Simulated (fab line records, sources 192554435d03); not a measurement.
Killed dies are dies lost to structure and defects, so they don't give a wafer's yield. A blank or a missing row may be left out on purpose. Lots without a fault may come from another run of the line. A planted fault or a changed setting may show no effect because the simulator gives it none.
One fault seen from 2 desks | flow n5_finfet | each desk has only its own numbers; what lay behind them comes last

THE TOOL OWNER'S DESK: arfi_scanner-02
The tool's own readings at N5_BEOL_M8_EXPOSE_08 (exposes mask M8): means of the sampled wafers that have a number, for each lot that ran on this tool. A lot is out of limits, marked OUT, if its mean lies more than 4 standard deviations from the usual mean; the brackets give that distance.
Columns: A = exposure_dose_mJ_cm2 at N5_BEOL_M8_EXPOSE_08, usual 68.23; B = stage_vel_mm_s at N5_BEOL_M8_EXPOSE_08, usual 499.94 mm/s
lot  | first seen here | A               | B
L804 | day 12 21:59    | 68.22           | 499.81
L809 | day 14 04:10    | 71.64 (+53) OUT | 499.75
L810 | day 14 06:09    | 70.89 (+42) OUT | 499.96
This desk's finding: out of limits on L809, L810; first on L809, day 14 04:10 (exposure_dose_mJ_cm2 at N5_BEOL_M8_EXPOSE_08). In limits: L804.

THE METROLOGY DESK
What the gauges read, lot by lot, whatever tool the lot ran on: means of the sampled wafers that have a number. A lot is out of limits, marked OUT, if its mean lies more than 4 standard deviations from the usual mean; the brackets give that distance. Of its 25 readings 7 are shown: the one that was out of limits first, and those that lie furthest out on some lot.
Columns: A = cd_nm at N5_BEOL_M8_CD_MEAS_11, usual 38.7 nm; B = cd_nm at N5_BEOL_M8_CD_MEAS_18, usual 40.2 nm; C = COMB_M14 at N5_BEOL_M15_RC_MEAS_101, usual 4.1e-12 S/m; D = COMB_M8 at N5_BEOL_M15_RC_MEAS_101, usual 2.6e-11 S/m; E = SERP_M5 at N5_BEOL_M15_RC_MEAS_101, usual 38.9 ohm/um; F = SERP_M8 at N5_BEOL_M15_RC_MEAS_101, usual 13.8 ohm/um; G = SERP_M8_max_site at N5_BEOL_M15_RC_MEAS_101, usual 14.3 ohm/um
lot  | first seen here | A               | B               | C       | D       | E    | F    | G
L795 | day 10 00:25    | 39.4            | 40.8            | 3.4e-12 | 2.6e-11 | 37.8 | 13.0 | 13.7
L799 | day 11 21:20    | 38.4            | 40.1            | 3.1e-12 | 2.9e-11 | 38.7 | 13.8 | 14.4
L801 | day 11 22:46    | 38.9            | 40.8            | 2.1e-12 | 1.6e-11 | 39.3 | 13.4 | 14.1
L804 | day 12 19:50    | 39.0            | 40.6            | 4.7e-12 | 2.2e-11 | 38.8 | 13.8 | 14.5
L809 | day 14 02:25    | 41.3 (+5.8) OUT | 42.8 (+5.0) OUT | 4.1e-12 | 2.7e-11 | 40.4 | 12.1 | 12.5
L810 | day 14 04:22    | 40.5 (+4.1) OUT | 41.8            | 3.7e-12 | 2.6e-11 | 41.1 | 12.8 | 13.3
L813 | day 14 19:57    | 38.3            | 39.7            | 4.9e-12 | 1.7e-11 | 38.8 | 13.8 | 14.2
This desk's finding: out of limits on L809, L810; first on L809, day 14 04:18 (cd_nm at N5_BEOL_M8_CD_MEAS_11). In limits: L795, L799, L801, L804, L813.

PUT TOGETHER
The tool owner's desk could have raised an alarm at day 14 04:10, on L809, L810.
The metrology desk could have raised an alarm at day 14 04:18, on L809, L810.
Of the lots named, all ran N5_BEOL_M8_EXPOSE_08 on arfi_scanner-02.

WHAT THE SIMULATOR HAD PUT IN
Process parameter drift: arfi_scanner-02, from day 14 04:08 on, at N5_BEOL_M8_EXPOSE_08. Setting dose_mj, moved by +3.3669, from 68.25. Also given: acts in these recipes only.
Lots struck among those shown: L809, L810.
Hours from the fault's start to each desk's first reading out of limits: the tool owner's desk, 0; the metrology desk, 0.
